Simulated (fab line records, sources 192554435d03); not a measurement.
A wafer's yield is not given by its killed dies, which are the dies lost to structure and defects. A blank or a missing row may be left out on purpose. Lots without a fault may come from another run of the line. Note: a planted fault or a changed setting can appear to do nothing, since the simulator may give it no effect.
One fault through the eyes of 2 desks	flow n5 finfet	what lay behind the numbers comes last; until then each desk has only its own

== METROLOGY DESK ==
What the gauges read for every lot (on any tool): the sampled wafers with a number, averaged. The brackets show how far a lot's mean lies from the usual mean; more than 4 standard deviations puts the lot out of limits, marked OUT. Of its 11 readings 7 are shown: those that lie furthest out on some lot.
Columns: A = DIBL_P at N5_BEOL_M4_RC_MEAS_101, usual 36.3 mV/V; B = IOFF_N at N5_BEOL_M4_RC_MEAS_101, usual 0.163 nA/um; C = IOFF_P at N5_BEOL_M4_RC_MEAS_101, usual 0.21 nA/um; D = ION_N at N5_BEOL_M4_RC_MEAS_101, usual 673 uA/um; E = ION_P at N5_BEOL_M4_RC_MEAS_101, usual 461 uA/um; F = SS_P at N5_BEOL_M4_RC_MEAS_101, usual 73.3 mV/dec; G = VT_P at N5_BEOL_M4_RC_MEAS_101, usual -250 mV
lot	first seen here	A	B	C	D	E	F	G
L288	day 8 10:47	36.3	0.162	0.18	676	452	73.0	-254
L293	day 9 13:11	36.7	0.163	0.23	670	464	73.5	-247
L295	day 9 16:49	36.9	0.177	0.23	690	469	73.3	-249
L294	day 9 17:13	35.1	0.147	0.19	654	449	73.0	-252
L297	day 10 13:30	36.9	0.181	0.23	682	464	73.8	-249
L299	day 10 22:41	36.6	0.179	0.23	678	464	73.6	-246
L300	day 11 11:58	36.3	0.151	0.21	663	456	72.9	-250
L307	day 13 04:11	31.6	0.128	0.15	668	450	72.5	-257
L308	day 13 10:17	36.0	0.174	0.25	674	463	73.1	-245
Result from this desk: across the 9 lots, nothing is out of limits.

== FOR THE TOOL OWNER'S DESK: rie diel-06 ==
The tool's own readings at N5_BEOL_M4_ETCH_69 (etches SiARC in CF4, target depth 15.6 nm, time 26 s): means of the sampled wafers that have a number, for each lot that ran on this tool. The brackets show how far a lot's mean lies from the usual mean; more than 4 standard deviations puts the lot out of limits, marked OUT.
Columns: A = cf4 flow sccm at N5_BEOL_M4_ETCH_69, usual 100.0 sccm; B = drypump motor current A at N5_BEOL_M4_ETCH_69, usual 5.6 A; C = etch rf on time s at N5_BEOL_M4_ETCH_69, usual 25.9 s; D = oes product au at N5_BEOL_M4_ETCH_69, usual 0.69 a.u.; E = rf vpp V at N5_BEOL_M4_ETCH_69, usual 184.4 V; F = showerhead plenum p Torr at N5_BEOL_M4_ETCH_69, usual 2.16 Torr; G = throttle valve pct at N5_BEOL_M4_ETCH_69, usual 15.57 %
lot	first seen here	A	B	C	D	E	F	G
L288	day 8 11:34	99.9	5.1	26.1	0.67	183.7	2.11	15.70
L295	day 9 17:18	99.9	5.7	26.3	0.64	183.5	2.14	15.72
L297	day 10 13:59	89.8 (-27) OUT	5.3	26.5	0.63	183.6	2.02	15.35
L299	day 10 23:13	80.0 (-53) OUT	5.4	26.6	0.61	183.8	1.94	14.96
Finding of this desk: L297, L299 out of limits; the first was L297 at day 10 13:59, on cf4 flow sccm at N5_BEOL_M4_ETCH_69. Within limits: L288, L295.

== BROUGHT TOGETHER ==
An alarm could have come from the tool owner's desk at day 10 13:59, on L297, L299.
The metrology desk saw nothing out of limits.
The metrology desk has L297, L299 on record, within its limits.
On rie diel-06, each named lot ran N5_BEOL_M4_ETCH_69.

== WHAT HAD BEEN PUT IN BY THE SIMULATOR ==
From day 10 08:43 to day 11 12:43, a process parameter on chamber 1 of rie diel-06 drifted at N5_BEOL_M4_ETCH_69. Setting cf4 flow sccm, moved by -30, from 100. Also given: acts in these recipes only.
Shown lots that were struck: L297, L299.
How many hours passed from the start of the fault until each desk's first out-of-limits reading: the tool owner's desk, 5.
